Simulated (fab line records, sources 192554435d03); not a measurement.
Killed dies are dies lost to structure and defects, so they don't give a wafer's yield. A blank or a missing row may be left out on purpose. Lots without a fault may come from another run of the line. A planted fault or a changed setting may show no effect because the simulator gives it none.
Chamber matching | flow n5_finfet | N5_FIN_SAQP_DESCUM_21 on rie_diel-04: 4 sister chambers
The step chemistry O2, time 7.9 s. 8 wafers are shown with their chamber, then 12 later ones without.

WAFERS WITH THEIR CHAMBER
wafer  | chamber | showerhead_plenum_p_Torr (Torr) | throttle_valve_pct (%)
L083.4 | 1       | 2.17                            | 20.67
L083.5 | 3       | 2.09                            | 20.61
L086.1 | 0       | 2.18                            | 20.54
L086.2 | 3       | 2.09                            | 20.62
L086.6 | 2       | 2.09                            | 20.70
L087.1 | 1       | 2.16                            | 20.68
L087.2 | 0       | 2.18                            | 20.55
L087.3 | 2       | 2.09                            | 20.72

WAFERS WITHOUT THEIR CHAMBER
wafer  | showerhead_plenum_p_Torr (Torr) | throttle_valve_pct (%)
L089.1 | 2.09                            | 20.62
L089.3 | 2.08                            | 20.73
L089.6 | 2.16                            | 20.69
L092.1 | 2.17                            | 20.55
L092.2 | 2.16                            | 20.67
L092.3 | 2.08                            | 20.65
L092.4 | 2.08                            | 20.65
L092.5 | 2.17                            | 20.57
L092.6 | 2.16                            | 20.70
L093.3 | 2.08                            | 20.65
L093.4 | 2.16                            | 20.71
L093.6 | 2.08                            | 20.65

WHICH CHAMBER EACH WENT THROUGH
wafer  | from the rows above | in truth
L089.1 | 3                   | 3
L089.3 | 2                   | 2
L089.6 | 1                   | 1
L092.1 | 0                   | 0
L092.2 | 1                   | 1
L092.3 | 3                   | 3
L092.4 | 3                   | 3
L092.5 | 0                   | 0
L092.6 | 1                   | 1
L093.3 | 3                   | 3
L093.4 | 1                   | 1
L093.6 | 3                   | 3
Placed correctly: 12 of 12. Can't be placed from these rows: 0. Placed wrongly: 0.
How it was worked out, from the rows above alone: a wafer's distance from a chamber is the root of the sum, over the readings, of the square of ((its reading less the chamber's mean) divided by the reading's scatter). The wafer belongs to the nearest chamber; if the next one is less than 2 further off, it can't be placed. A chamber's mean is the mean of its shown wafers. The scatter: the root of (the sum of the squares of (reading less its chamber's mean) over the shown wafers, divided by (wafers less chambers)).
